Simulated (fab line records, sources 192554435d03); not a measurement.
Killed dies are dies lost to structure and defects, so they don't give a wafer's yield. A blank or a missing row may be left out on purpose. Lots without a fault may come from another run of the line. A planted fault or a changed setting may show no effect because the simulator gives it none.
Chamber matching | flow n5_finfet | N5_BEOL_M5_ETCH_61 on rie_diel-02: 4 sister chambers
The step etches SiARC in CF4, target depth 15.6 nm, time 26 s. 8 wafers are shown with their chamber, then 9 later ones without.

WAFERS WITH THEIR CHAMBER
wafer  | chamber | showerhead_plenum_p_Torr (Torr) | throttle_valve_pct (%)
L075.5 | 1       | 2.03                            | 15.54
L079.3 | 0       | 2.27                            | 15.35
L080.2 | 1       | 2.02                            | 15.56
L083.3 | 0       | 2.26                            | 15.36
L083.5 | 3       | 2.18                            | 15.42
L082.2 | 2       | 2.22                            | 15.98
L082.5 | 3       | 2.18                            | 15.42
L082.6 | 2       | 2.22                            | 16.00

WAFERS WITHOUT THEIR CHAMBER
wafer  | showerhead_plenum_p_Torr (Torr) | throttle_valve_pct (%)
L085.1 | 2.26                            | 15.35
L085.2 | 2.22                            | 15.98
L085.6 | 2.26                            | 15.37
L088.1 | 2.18                            | 15.43
L088.2 | 2.21                            | 16.01
L088.3 | 2.26                            | 15.40
L095.1 | 2.17                            | 15.46
L095.3 | 2.27                            | 15.09
L095.4 | 2.26                            | 15.41

WHICH CHAMBER EACH WENT THROUGH
wafer  | from the rows above | in truth
L085.1 | 0                   | 0
L085.2 | 2                   | 2
L085.6 | 0                   | 0
L088.1 | 3                   | 3
L088.2 | 2                   | 2
L088.3 | 0                   | 0
L095.1 | 3                   | 3
L095.3 | 0                   | 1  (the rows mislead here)
L095.4 | 0                   | 0
Placed correctly: 8 of 9. Can't be placed from these rows: 0. Placed wrongly: 1.
How it was worked out, from the rows above alone: a wafer's distance from a chamber is the root of the sum, over the readings, of the square of ((its reading less the chamber's mean) divided by the reading's scatter). The wafer belongs to the nearest chamber; if the next one is less than 2 further off, it can't be placed. A chamber's mean is the mean of its shown wafers. The scatter: the root of (the sum of the squares of (reading less its chamber's mean) over the shown wafers, divided by (wafers less chambers)).
